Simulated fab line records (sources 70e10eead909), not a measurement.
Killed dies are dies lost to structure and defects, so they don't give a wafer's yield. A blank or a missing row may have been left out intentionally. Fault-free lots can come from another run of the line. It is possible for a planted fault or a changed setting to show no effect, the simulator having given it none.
Chamber matching -- flow nand-harc -- NHARC_A_M1_ETCH_15 on rie-diel-06: 4 sister chambers
The step etches the open film in C4F8/Ar, target depth 182.5 nm, time 91.2 s. 18 wafers are shown with their chamber, then 9 later ones without.

## EACH WAFER AND ITS CHAMBER
wafer,chamber,rf-vpp-V (V),chamber-pressure-mTorr (mTorr),oes-product-au (a.u.)
L231.2,1,440.7,25.007,0.955
L231.5,3,440.0,25.037,0.958
L231.6,2,443.0,25.009,0.962
L233.1,2,442.3,24.989,0.955
L233.3,1,441.2,24.969,0.959
L233.4,0,441.2,25.027,0.986
L232.1,1,441.6,25.013,0.916
L232.3,3,439.2,25.005,0.944
L232.4,0,442.6,25.036,0.943
L245.4,3,439.0,25.059,0.995
L245.5,0,444.2,24.991,0.959
L245.6,1,441.3,24.971,0.955
L246.1,1,441.6,25.027,0.977
L246.3,0,444.7,25.014,0.977
L246.6,2,443.3,24.972,0.970
L247.1,0,440.9,24.939,0.962
L247.4,1,440.6,25.005,0.956
L247.5,2,442.6,25.014,0.988

SIGNATURES, as means of the wafers listed above
reading,chamber 0,chamber 1,chamber 2,chamber 3,scatter within a chamber
rf-vpp-V,442.720,441.167,442.800,439.400,0.994
chamber-pressure-mTorr,25.00140,24.99867,24.99600,25.03367,0.0285
oes-product-au,0.96540,0.95300,0.96875,0.96567,0.0191
Rule: distance of a wafer from a chamber = root of the sum over the readings of ((wafer's reading minus chamber's mean) / reading's scatter) squared. If the next closest chamber is less than 2 further off than the closest, the wafer can't be placed; otherwise it belongs to the closest. How the scatter is found: for the shown wafers, subtract from each reading the mean of its chamber, square and add these, divide the total by (wafers less chambers), then take the root.

## WAFERS MISSING THEIR CHAMBER
wafer,rf-vpp-V (V),chamber-pressure-mTorr (mTorr),oes-product-au (a.u.)
L250.4,443.4,24.980,0.928
L250.5,440.8,25.013,0.926
L250.6,442.8,25.002,0.916
L252.4,441.7,24.993,0.926
L252.5,442.2,25.011,0.931
L252.6,437.9,25.031,0.934
L253.3,441.7,25.008,0.962
L253.4,443.2,24.998,0.974
L253.5,440.0,24.996,0.958

## WHICH CHAMBER EACH ONE RAN IN
wafer,from the rows above,in truth
L250.4,can't be placed: 0 or 2 or 1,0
L250.5,can't be placed: 1 or 3 or 0 or 2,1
L250.6,can't be placed: 1 or 0 or 2 or 3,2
L252.4,can't be placed: 1 or 0 or 2 or 3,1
L252.5,can't be placed: 1 or 0 or 2 or 3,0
L252.6,can't be placed: 3 or 1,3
L253.3,can't be placed: 1 or 0 or 2 or 3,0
L253.4,can't be placed: 2 or 0 or 1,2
L253.5,can't be placed: 1 or 3 or 0 or 2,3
Correctly placed: 0 of 9. Can't be placed from these rows: 9 (the true chamber is among the candidates in 9). Placed wrongly: 0.
